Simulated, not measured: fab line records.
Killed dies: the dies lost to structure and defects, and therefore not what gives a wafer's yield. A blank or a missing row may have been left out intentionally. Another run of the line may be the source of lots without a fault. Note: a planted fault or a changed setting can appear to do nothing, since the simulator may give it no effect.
2 desks, one fault    flow n5Finfet    numbers are kept per desk, each desk with only its own; the story behind them comes last

FROM THE METROLOGY DESK
What the gauges read for every lot (on any tool): the sampled wafers with a number, averaged. Any lot whose mean is over 4 standard deviations away from the usual mean is out of limits and marked OUT; that distance is given in the brackets. 7 of its 14 readings are shown: the first one out of limits and those lying furthest out on some lot.
Columns: A = CJ_N at N5_BEOL_M4_RC_MEAS_101, usual 4.33; B = CJ_P at N5_BEOL_M4_RC_MEAS_101, usual 5.78; C = IOFF_P at N5_BEOL_M4_RC_MEAS_101, usual 0.21 nA/um; D = ION_P at N5_BEOL_M4_RC_MEAS_101, usual 461 uA/um; E = RS_NWELL at N5_BEOL_M4_RC_MEAS_101, usual 1036 ohm/sq; F = RS_PWELL at N5_BEOL_M4_RC_MEAS_101, usual 3002 ohm/sq; G = VT_P at N5_BEOL_M4_RC_MEAS_101, usual -250 mV
lot   first seen here  A                B                C     D    E     F     G
L823  day 7 17:38      4.32             5.83             0.24  475  1029  2993  -244
L825  day 9 00:26      4.44             5.59             0.22  468  1042  3023  -247
L829  day 9 05:35      4.41             5.72             0.23  465  1037  2991  -249
L828  day 9 14:31      4.29             5.59             0.19  454  1039  3008  -254
L830  day 9 16:41      4.32             5.97             0.21  468  1036  2982  -248
L833  day 10 14:10     4.39             5.96             0.19  457  1033  3029  -249
L834  day 10 16:13     4.29             5.70             0.18  452  1040  3000  -256
L835  day 11 10:02     4.84 (+5.3) OUT  4.80 (-7.0) OUT  0.22  466  1052  3082  -250
L840  day 11 21:24     4.52             5.43             0.29  474  1046  3047  -244
L844  day 13 03:45     4.25             5.84             0.23  465  1033  3027  -250
This desk finds L835 out of limits, with the earliest case on L835 at day 11 10:02 (CJ_N at N5_BEOL_M4_RC_MEAS_101). L823, L825, L829, L828, L830, L833, L834, L840, L844 stayed within limits.

TOOL OWNER'S DESK, epiRpcvd-04
The tool's own readings at N5_WELL_APT_EPI_41 (deposits Si from SiH4/H2, target thk 50 nm, time 297.7 s): means of the sampled wafers that have a number, for each lot that ran on this tool. Any lot whose mean is over 4 standard deviations away from the usual mean is out of limits and marked OUT; that distance is given in the brackets.
Columns: A = susceptor_temp_C_max at N5_WELL_APT_EPI_41, usual 651.7; B = throttleValvePct at N5_WELL_APT_EPI_41, usual 11.6 %
lot   first seen here  A      B
L825  day 2 04:15      651.0  11.9
L828  day 2 22:32      651.3  11.8
L829  day 3 04:39      651.5  11.9
L830  day 3 10:27      651.6  12.0
L834  day 4 10:47      650.8  11.8
L835  day 4 16:26      651.4  11.9
L840  day 5 22:58      650.9  12.0
This desk's finding: nothing out of limits on any of the 7 lots.

TAKEN TOGETHER
The metrology desk could have raised an alarm at day 11 10:02, on L835.
Nothing out of limits was seen by the tool owner's desk.
Tool owner's desk: L835 on record, inside its limits.
On epiRpcvd-04, each named lot ran N5_WELL_APT_EPI_41.

WHAT WAS PUT IN BY THE SIMULATOR
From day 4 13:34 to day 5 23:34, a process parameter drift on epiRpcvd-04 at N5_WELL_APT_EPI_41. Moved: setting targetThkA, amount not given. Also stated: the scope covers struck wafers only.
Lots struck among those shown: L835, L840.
Delay in hours, fault start to first out-of-limits reading, per desk: metrology desk 164.
